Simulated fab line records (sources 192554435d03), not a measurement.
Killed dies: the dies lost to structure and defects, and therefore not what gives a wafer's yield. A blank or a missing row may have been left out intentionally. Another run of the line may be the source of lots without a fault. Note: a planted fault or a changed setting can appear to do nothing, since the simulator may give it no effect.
Lot-split experiment -- flow n5_finfet -- 39 wafers read from 7 lots, route of 1938 steps

== ON THE SPLIT ==
At N5_FIN_SAQP_SPACER1_ALD_24 (deposits SiO2, target thk 20.3 nm, pulse time 1 s, purge time 2 s), the setting ald_cycles was moved away from the recipe's 218 on 15 of the 39 wafers read, by -14.2% to +7.8%. This setting was run at the recipe's value on the other wafers.

== FROM THE SPLIT TO THE READING: what the file shows between them, 2 steps ==
- N5_FIN_SAQP_SPACER1_ETCHBACK_25: etches SiO2 in CHF3/O2, target depth 24.4 nm, time 12.2 s
- N5_FIN_SAQP_MANDREL1_REMOVE_56: chemistry HBr/Cl2/O2, target a-Si, stops on SiNx, bt time 10 s

== THE READING ==
cd_nm (nm) at N5_FIN_SAQP_CD_MEAS_27, where the cd target is 20 nm. Typical for fault-free wafers on this fab line: 20.33 nm, with standard deviation 0.23 nm.

wafer,"tool, chamber at the split",ald_cycles as run,against the recipe,"cd_nm, nm",against lot-mates on the recipe
L078.1,"ald_sin-02, 2,0",187,-14.2%,17.73,-2.50
L078.2,"ald_sin-02, 1,3,2",218,recipe,20.27,-
L078.3,"ald_sin-02, 1,3,2",218,recipe,20.18,-
L078.4,"ald_sin-02, 2,0",187,-14.2%,17.46,-2.77
L078.5,"ald_sin-02, 1,3,2",218,recipe,20.24,-
L078.6,"ald_sin-02, 1",187,-14.2%,17.20,-3.03
L082.1,"ald_sin-02, 0,2,1",188,-13.8%,17.36,-2.89
L082.2,"ald_sin-02, 0,2,1",188,-13.8%,17.56,-2.69
L082.3,"ald_sin-02, 3",218,recipe,19.97,-
L082.4,"ald_sin-02, 0,2,1",188,-13.8%,17.59,-2.66
L082.5,"ald_sin-02, 2",218,recipe,20.28,-
L082.6,"ald_sin-02, 3",218,recipe,20.51,-
L087.2,"ald_sin-04, 2,3,0",218,recipe,20.43,-
L087.3,"ald_sin-04, 2,3,0",218,recipe,20.26,-
L087.6,"ald_sin-04, 2,3,0",218,recipe,20.36,-
L090.1,"ald_sin-04, 0,3",230,+5.5%,21.80,+1.45
L090.2,"ald_sin-04, 2,3,2",218,recipe,20.54,-
L090.3,"ald_sin-04, 2,3,2",218,recipe,20.07,-
L090.4,"ald_sin-04, 2,3,2",218,recipe,20.45,-
L090.5,"ald_sin-04, 0",230,+5.5%,21.59,+1.24
L090.6,"ald_sin-04, 0,3",230,+5.5%,21.68,+1.33
L092.1,"ald_sin-02, 2",218,recipe,19.99,-
L092.2,"ald_sin-02, 1,0",218,recipe,20.03,-
L092.3,"ald_sin-02, 3,0,3",235,+7.8%,22.03,+1.89
L092.4,"ald_sin-02, 3,0,3",235,+7.8%,22.13,+1.99
L092.5,"ald_sin-02, 3,0,3",235,+7.8%,21.64,+1.50
L092.6,"ald_sin-02, 1,0",218,recipe,20.41,-
L094.1,"ald_sin-04, 2,1",228,+4.6%,20.92,+0.79
L094.2,"ald_sin-04, 0",218,recipe,19.88,-
L094.3,"ald_sin-04, 3,2",218,recipe,20.58,-
L094.4,"ald_sin-04, 1",228,+4.6%,21.43,+1.30
L094.5,"ald_sin-04, 3,2",218,recipe,19.94,-
L094.6,"ald_sin-04, 2,1",228,+4.6%,21.11,+0.98
L097.1,"ald_sin-02, 1,0,0",218,recipe,19.99,-
L097.2,"ald_sin-02, 2,2,1",218,recipe,20.38,-
L097.3,"ald_sin-02, 1,0,0",218,recipe,20.52,-
L097.4,"ald_sin-02, 2,2,1",218,recipe,20.29,-
L097.5,"ald_sin-02, 1,0,0",218,recipe,20.68,-
L097.6,"ald_sin-02, 2,2,1",218,recipe,20.11,-
The file does not say which wafer passed through which chamber wherever a row lists several chambers: such a row stands for several wafers.

THE FIT
A straight line over all 39 wafers: cd_nm changes by +0.205 nm for each +1% of ald_cycles; r = +0.98; the points scatter about the line by 0.23 nm.
The same after taking each lot's own level away (the mean of its wafers on the recipe; 39 wafers): +0.206 nm for each +1%; r = +0.99; scatter 0.22 nm.
That fit puts the effect of the largest move of ald_cycles on the reading at 2.9 nm.
From 20.133 to 20.353 nm: that is the span of the lots' own levels, equal to 1.0 times the standard deviation above.
Consequently the slope shifts little with the lot-to-lot level, the two slopes agreeing.
Check: with one of the wafers moved furthest among these (-14.2%) left out of the fit, the line predicts -2.94 nm for it against its lot-mates. It came out at -2.5 nm against them.

== THE WHOLE CHAIN: every reading that the file lists as answering this split, in the file's order ==
step,what it does,reading,change (the file's fit),r (the file's)
N5_FIN_SAQP_SPACER1_ALD_24,"deposits SiO2, target thk 20.3 nm, pulse time 1 s, purge time 2 s","SiO2_of_FIN_SAQP_SPACER1_ALD_24.thk_nm (the simulator's own value, which no gauge read)",+0.208 nm for each +1% of the setting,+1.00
N5_FIN_SAQP_MANDREL1_REMOVE_56,"chemistry HBr/Cl2/O2, target a-Si, stops on SiNx, bt time 10 s","FIN_SAQP.cd_nm (the simulator's own value, which no gauge read)",+0.205 nm for each +1% of the setting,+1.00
N5_FIN_SAQP_CD_MEAS_27,target cd 20 nm,cd_nm,+0.205 nm for each +1% of the setting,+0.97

== THE FILE'S OWN FIT ==
cd_nm changes by +0.205 nm for each +1% of ald_cycles, r = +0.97.
